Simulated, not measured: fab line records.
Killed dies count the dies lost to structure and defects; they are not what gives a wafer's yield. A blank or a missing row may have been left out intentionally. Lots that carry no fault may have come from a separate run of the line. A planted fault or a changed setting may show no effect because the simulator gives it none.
Matching of chambers -- flow n5 finfet -- N5_BEOL_M3_STRIP_19 on rie diel-02 has 4 sister chambers
The step strips in O2. 16 wafers are shown with their chamber, then 8 later ones without.

## WAFERS PAIRED WITH THEIR CHAMBERS
wafer,chamber,showerhead plenum p Torr (Torr),throttle valve pct (%),oes product au (a.u.)
L074.1,1,2.18,16.38,0.74
L074.3,2,2.04,16.52,0.81
L074.5,3,2.04,16.99,0.82
L075.1,0,2.13,16.44,0.88
L075.3,1,2.17,16.38,0.74
L075.6,0,2.13,16.42,0.88
L080.1,3,2.03,17.04,0.80
L080.3,1,2.17,16.40,0.73
L080.4,0,2.12,16.46,0.86
L082.1,2,2.04,16.54,0.80
L082.4,0,2.12,16.45,0.85
L082.6,1,2.17,16.39,0.72
L090.1,3,2.03,17.05,0.80
L090.4,1,2.17,16.40,0.72
L090.6,1,2.17,16.40,0.72
L091.1,3,2.03,17.05,0.79

SIGNATURES (means of the wafers above)
reading,chamber 0,chamber 1,chamber 2,chamber 3,scatter within a chamber
showerhead plenum p Torr,2.1250,2.1717,2.0400,2.0325,0.00464
throttle valve pct,16.4425,16.3917,16.5300,17.0325,0.0183
oes product au,0.8675,0.7283,0.8050,0.8025,0.0118
Rule: a wafer's distance from a chamber is the root of the sum, over the readings, of the square of ((its reading less the chamber's mean) divided by the reading's scatter). If the next closest chamber is less than 2 further off than the closest, the wafer can't be placed; otherwise it belongs to the closest. How the scatter is found: for the shown wafers, subtract from each reading the mean of its chamber, square and add these, divide the total by (wafers less chambers), then take the root.

## WAFERS WHOSE CHAMBER IS MISSING
wafer,showerhead plenum p Torr (Torr),throttle valve pct (%),oes product au (a.u.)
L091.2,2.12,16.48,0.83
L091.4,2.04,16.57,0.79
L095.1,2.16,16.44,0.71
L095.3,2.11,16.50,0.81
L095.4,2.03,16.59,0.77
L096.1,2.11,16.51,0.82
L096.3,2.03,16.59,0.77
L096.4,2.02,17.07,0.77

## THE CHAMBER EACH PASSED THROUGH
wafer,from the rows above,in truth
L091.2,0,0
L091.4,2,2
L095.1,1,1
L095.3,0,0
L095.4,2,2
L096.1,0,0
L096.3,2,2
L096.4,3,3
8 of 8 placed correctly. Not placeable from these rows: 0. Placed wrongly: 0.
